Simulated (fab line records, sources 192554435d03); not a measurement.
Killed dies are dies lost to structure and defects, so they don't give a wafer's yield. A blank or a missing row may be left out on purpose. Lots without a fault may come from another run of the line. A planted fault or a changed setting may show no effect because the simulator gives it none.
One fault seen from 3 desks | flow n5_finfet | each desk has only its own numbers; what lay behind them comes last

THE TOOL OWNER'S DESK: euv_scanner-01
The tool's own readings at N5_GATE_CUT_EXPOSE_10 (exposes mask GATE CUT, target cd 20 nm): means of the sampled wafers that have a number, for each lot that ran on this tool. A lot is out of limits, marked OUT, if its mean lies more than 4 standard deviations from the usual mean; the brackets give that distance.
Columns: A = exposure_dose_mJ_cm2 at N5_GATE_CUT_EXPOSE_10, usual 43.21
lot  | first seen here | A
L430 | day 4 11:34     | 43.22
L431 | day 4 21:52     | 43.21
L438 | day 6 14:55     | 43.20
L441 | day 7 02:56     | 39.35 (-69) OUT
L443 | day 7 18:55     | 40.16 (-54) OUT
L445 | day 8 08:23     | 40.74 (-44) OUT
This desk's finding: out of limits on L441, L443, L445; first on L441, day 7 02:56 (exposure_dose_mJ_cm2 at N5_GATE_CUT_EXPOSE_10). In limits: L430, L431, L438.

THE METROLOGY DESK
What the gauges read, lot by lot, whatever tool the lot ran on: means of the sampled wafers that have a number. A lot is out of limits, marked OUT, if its mean lies more than 4 standard deviations from the usual mean; the brackets give that distance.
Columns: A = cd_nm at N5_GATE_CUT_CD_MEAS_13, usual 20.07 nm; B = GATE_CUT_OVL at N5_GATE_CUT_OVL_MEAS_14, usual -0.3 nm
lot  | first seen here | A                | B
L430 | day 4 11:41     | 19.77            | -0.8
L431 | day 4 22:00     | 19.83            | -0.1
L433 | day 5 05:17     | 20.38            | -1.0
L434 | day 5 10:16     | 19.87            | -1.0
L435 | day 5 17:25     | 19.98            | -0.5
L436 | day 6 00:29     | 20.30            | -0.7
L437 | day 6 06:33     | 20.51            | -0.1
L438 | day 6 15:03     | 20.02            | -0.8
L439 | day 6 17:47     | 19.93            | -0.8
L441 | day 7 03:04     | 17.71 (-8.4) OUT | 1.1
L443 | day 7 19:02     | 18.22 (-6.6) OUT | 0.8
L445 | day 8 08:30     | 18.83 (-4.4) OUT | -0.4
L446 | day 8 11:13     | 20.16            | -1.2
L447 | day 8 17:41     | 20.12            | 0.2
L451 | day 9 16:19     | 19.87            | 0.7
This desk's finding: out of limits on L441, L443, L445; first on L441, day 7 03:04 (cd_nm at N5_GATE_CUT_CD_MEAS_13). In limits: L430, L431, L433, L434, L435, L436, L437, L438, L439, L446, L447, L451.

THE DEFECT DESK
What the inspections along the route counted, lot by lot: means of the sampled wafers that have a number. A lot is out of limits, marked OUT, if its mean lies more than 4 standard deviations from the usual mean; the brackets give that distance.
Columns: A = raw_defect_count at N5_HKMG_FIN_INSPECT_28, usual 42
lot  | first seen here | A
L430 | day 4 07:59     | 22
L431 | day 4 18:15     | 27
L433 | day 5 01:43     | 34
L434 | day 5 06:42     | 60
L435 | day 5 13:37     | 63
L436 | day 5 20:38     | 44
L437 | day 6 02:32     | 48
L438 | day 6 11:20     | 47
L439 | day 6 14:05     | 34
L441 | day 6 23:26     | 40
L443 | day 7 14:43     | 46
L445 | day 8 04:46     | 39
L446 | day 8 07:13     | 52
L447 | day 8 13:46     | 36
L451 | day 9 12:29     | 34
This desk's finding: nothing out of limits on any of the 15 lots.

PUT TOGETHER
The tool owner's desk could have raised an alarm at day 7 02:56, on L441, L443, L445.
The metrology desk could have raised an alarm at day 7 03:04, on L441, L443, L445.
The defect desk saw nothing out of limits.
The defect desk has L441, L443, L445 on record, within its limits.
Of the lots named, all ran N5_GATE_CUT_EXPOSE_10 on euv_scanner-01.

WHAT THE SIMULATOR HAD PUT IN
Process parameter drift: euv_scanner-01, from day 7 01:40 on, at N5_GATE_CUT_EXPOSE_10. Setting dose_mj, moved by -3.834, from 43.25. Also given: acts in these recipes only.
Lots struck among those shown: L441, L443, L445.
Hours from the fault's start to each desk's first reading out of limits: the tool owner's desk, 1; the metrology desk, 1.
